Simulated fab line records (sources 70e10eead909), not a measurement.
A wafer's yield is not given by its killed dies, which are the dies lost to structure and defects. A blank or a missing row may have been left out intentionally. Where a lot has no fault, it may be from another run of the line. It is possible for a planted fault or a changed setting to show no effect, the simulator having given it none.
Which tool was responsible? -- flow nand_harc -- Sampling: 12 lots, 36 wafers, 3 of 1302 route steps

## WHAT THE GAUGES READ, wafer by wafer
NHARC_A_M0_THK_MEAS_24: measures by xrf.
lot,measured,on,thk_nm (nm)
L075,day 23 18:22,film_metro-02,113.5 113.7 115.9
L076,day 24 10:23,film_metro-02,113.9 114.4 115.6
L079,day 24 22:44,film_metro-02,112.5 113.2 112.4
L082,day 25 23:26,film_metro-01,113.0 114.5 117.3
L084,day 26 16:10,film_metro-01,114.0 112.8 112.6
L086,day 27 15:55,film_metro-02,112.3 112.2 112.2
L085,day 28 01:10,film_metro-01,114.6 112.1 114.3
L089,day 28 12:25,film_metro-01,115.7 114.8 112.5
L091,day 29 18:05,film_metro-01,116.6 115.4 116.1
L093,day 31 05:10,film_metro-02,111.0 113.1 112.9
L095,day 31 11:29,film_metro-02,112.9 112.2 112.2
L097,day 31 22:37,film_metro-02,113.8 115.6 113.2

## WHAT TOOL EACH LOT RAN ON (gives the tool, then ch and the chambers of the sampled wafers, and finally the start)
lot,NHARC_A_BLC_PVD_32,NHARC_A_BLC_CMP_25
L075,"pvd_sputter-01, day 23 14:32 or earlier","cmp-02 ch 1,3, day 23 14:32"
L076,"pvd_sputter-03, day 24 06:40 or earlier","cmp-01 ch 2,3, day 24 06:40"
L079,"pvd_sputter-01, day 24 18:38 or earlier","cmp-01 ch 0,1,2, day 24 18:38"
L082,"pvd_sputter-01, day 25 19:46 or earlier","cmp-03 ch 1,2,3, day 25 19:46"
L084,"pvd_sputter-03, day 26 12:31 or earlier","cmp-01 ch 0,3, day 26 12:31"
L086,"pvd_sputter-02, day 27 12:16 or earlier","cmp-01 ch 1,2,3, day 27 12:16"
L085,"pvd_sputter-03, day 27 21:07 or earlier","cmp-02 ch 0,2,3, day 27 21:07"
L089,"pvd_sputter-01, day 28 08:46 or earlier","cmp-03 ch 0,1,2, day 28 08:46"
L091,"pvd_sputter-03, day 29 14:18 or earlier","cmp-01 ch 2,3, day 29 14:18"
L093,"pvd_sputter-03, day 31 01:25 or earlier","cmp-03 ch 1,2,3, day 31 01:25"
L095,"pvd_sputter-01, day 31 07:40 or earlier","cmp-01 ch 0,2, day 31 07:40"
L097,"pvd_sputter-01, day 31 18:57 or earlier","cmp-03 ch 1,2,3, day 31 18:57"
- NHARC_A_BLC_PVD_32: deposits Ti, target thk 5 nm, time 17.7 s.
- NHARC_A_BLC_CMP_25: polishes, t overpolish 30 s, target thk 150 nm.

## THE ANSWER, worked out from the rows above alone
Rule: the lots themselves supply what counts as usual. Put in order of their means at a reading, lots are off if they are a third of the lots or fewer, leave a main group of 4 or more, and stand apart from it by a gap of 3 or more times the standard deviation of the main group's means; of several such gaps the widest counts. Not used: any main group whose means are identical at the precision the tables above print for the reading. A lot without any number at a reading at which 4 lots or more have one is off too. Any other lot the step has rows for is counted as sound.
Nothing can be told from this: no lot is off at any reading shown.

## WHAT THE SIMULATOR HAD PUT IN
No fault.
